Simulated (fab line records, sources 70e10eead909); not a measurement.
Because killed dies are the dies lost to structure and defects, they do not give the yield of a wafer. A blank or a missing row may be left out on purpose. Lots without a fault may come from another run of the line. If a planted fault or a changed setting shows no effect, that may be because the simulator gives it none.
Matching of chambers -- flow nand_harc -- NHARC_A_M0_DEP_32 on pecvd-04 has 3 sister chambers
The step deposits SiCN, target thk 30 nm. 36 wafers are shown with their chamber, then 12 later ones without.

## WAFERS PAIRED WITH THEIR CHAMBERS
wafer,chamber,heater_power_w (W)
L074.3,0,564
L074.4,0,580
L074.5,1,464
L080.1,2,644
L080.4,2,627
L080.6,1,455
L080.2,1,474
L080.3,0,578
L080.5,0,608
L079.2,1,567
L079.4,0,527
L079.5,2,586
L081.1,0,540
L081.2,1,538
L081.3,2,640
L081.4,0,553
L081.5,2,653
L081.6,1,552
L083.2,0,570
L083.3,1,541
L083.4,1,528
L082.3,0,584
L082.5,0,621
L082.6,2,619
L087.2,2,577
L087.4,0,551
L087.6,2,586
L085.2,2,586
L085.4,2,585
L085.6,0,574
L089.2,2,599
L089.4,2,590
L089.5,0,573
L091.1,2,647
L091.4,2,639
L091.5,1,498

SIGNATURES, as means of the wafers listed above
reading,chamber 0,chamber 1,chamber 2,scatter within a chamber
heater_power_w,571.00,513.00,612.71,31
Rule: a wafer lies at a distance from a chamber equal to the root of the sum of squares, over the readings, of (its reading less the chamber's mean, divided by the reading's scatter). If the next closest chamber is less than 2 further off than the closest, the wafer can't be placed; otherwise it belongs to the closest. The scatter: take each reading less its chamber's mean, square it, sum over the shown wafers, divide by the number of wafers less the number of chambers, and take the root.

## WAFERS WHOSE CHAMBER IS MISSING
wafer,heater_power_w (W)
L091.2,495
L091.3,535
L091.6,539
L093.3,563
L093.4,591
L093.6,514
L093.1,594
L093.2,498
L093.5,561
L097.2,564
L097.4,535
L097.6,627

## THE CHAMBER EACH PASSED THROUGH
wafer,from the rows above,in truth
L091.2,can't be placed: 1 or 0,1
L091.3,can't be placed: 1 or 0 or 2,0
L091.6,can't be placed: 1 or 0 or 2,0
L093.3,can't be placed: 0 or 2 or 1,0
L093.4,can't be placed: 0 or 2 or 1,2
L093.6,can't be placed: 1 or 0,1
L093.1,can't be placed: 2 or 0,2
L093.2,can't be placed: 1 or 0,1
L093.5,can't be placed: 0 or 1 or 2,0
L097.2,can't be placed: 0 or 2 or 1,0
L097.4,can't be placed: 1 or 0 or 2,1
L097.6,can't be placed: 2 or 0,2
Correctly placed: 0 of 12. Not placeable from these rows: 12 (in 12, the candidates include the true chamber). 0 placed wrongly.
